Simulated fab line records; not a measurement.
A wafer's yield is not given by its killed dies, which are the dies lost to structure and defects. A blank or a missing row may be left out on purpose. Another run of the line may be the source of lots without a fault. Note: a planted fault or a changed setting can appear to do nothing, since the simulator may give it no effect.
Which of the tools did it? :: flow n5 finfet :: 6 lots with 18 wafers sampled at 2 steps, on a route of 1938 steps

== WHAT THE GAUGES SHOWED, per wafer ==
N5_BEOL_M15_CD_MEAS_28: the cd target is 407.6 nm.
lot: L132
measured: day 11 10:57
on: cd sem-01
cd nm (nm): 411.4 409.8 412.7

lot: L137
measured: day 12 06:47
on: cd sem-02
cd nm (nm): 407.3 406.0 410.6

lot: L138
measured: day 13 09:16
on: cd sem-02
cd nm (nm): 411.4 412.3 412.2

lot: L142
measured: day 13 22:31
on: cd sem-03
cd nm (nm): 411.2 412.0 409.2

lot: L149
measured: day 16 01:56
on: cd sem-01
cd nm (nm): 407.7 407.3 407.6

lot: L153
measured: day 17 01:20
on: cd sem-01
cd nm (nm): 407.9 410.2 408.3

== WHAT TOOL EACH LOT RAN ON (gives the tool, then ch and the chambers of the sampled wafers, and finally the start) ==
lot: L132
N5_BEOL_M9_PRE_CLEAN_45: pvd sputter-03, day 9 16:31

lot: L137
N5_BEOL_M9_PRE_CLEAN_45: pvd sputter-03, day 10 14:34

lot: L138
N5_BEOL_M9_PRE_CLEAN_45: pvd sputter-03, day 11 17:47

lot: L142
N5_BEOL_M9_PRE_CLEAN_45: pvd sputter-03, day 12 09:41

lot: L149
N5_BEOL_M9_PRE_CLEAN_45: pvd sputter-01, day 14 12:31

lot: L153
N5_BEOL_M9_PRE_CLEAN_45: pvd sputter-03, day 15 12:32
- N5_BEOL_M9_PRE_CLEAN_45: time 30 s.

== THE ANSWER, worked out from the rows above alone ==
Rule: what is usual is taken from the lots themselves. Put in order of their means at a reading, lots are off if they are a third of the lots or fewer, leave a main group of 4 or more, and stand apart from it by a gap of 3 or more times the standard deviation of the main group's means; of several such gaps the widest counts. Not used: any main group whose means are identical at the precision the tables above print for the reading. Also off: a lot with no number at a reading for which 4 or more lots have one. All remaining lots with rows at the step are treated as sound.
None of the lots is off at any reading shown; this tells nothing.

== WHAT WAS PUT IN BY THE SIMULATOR ==
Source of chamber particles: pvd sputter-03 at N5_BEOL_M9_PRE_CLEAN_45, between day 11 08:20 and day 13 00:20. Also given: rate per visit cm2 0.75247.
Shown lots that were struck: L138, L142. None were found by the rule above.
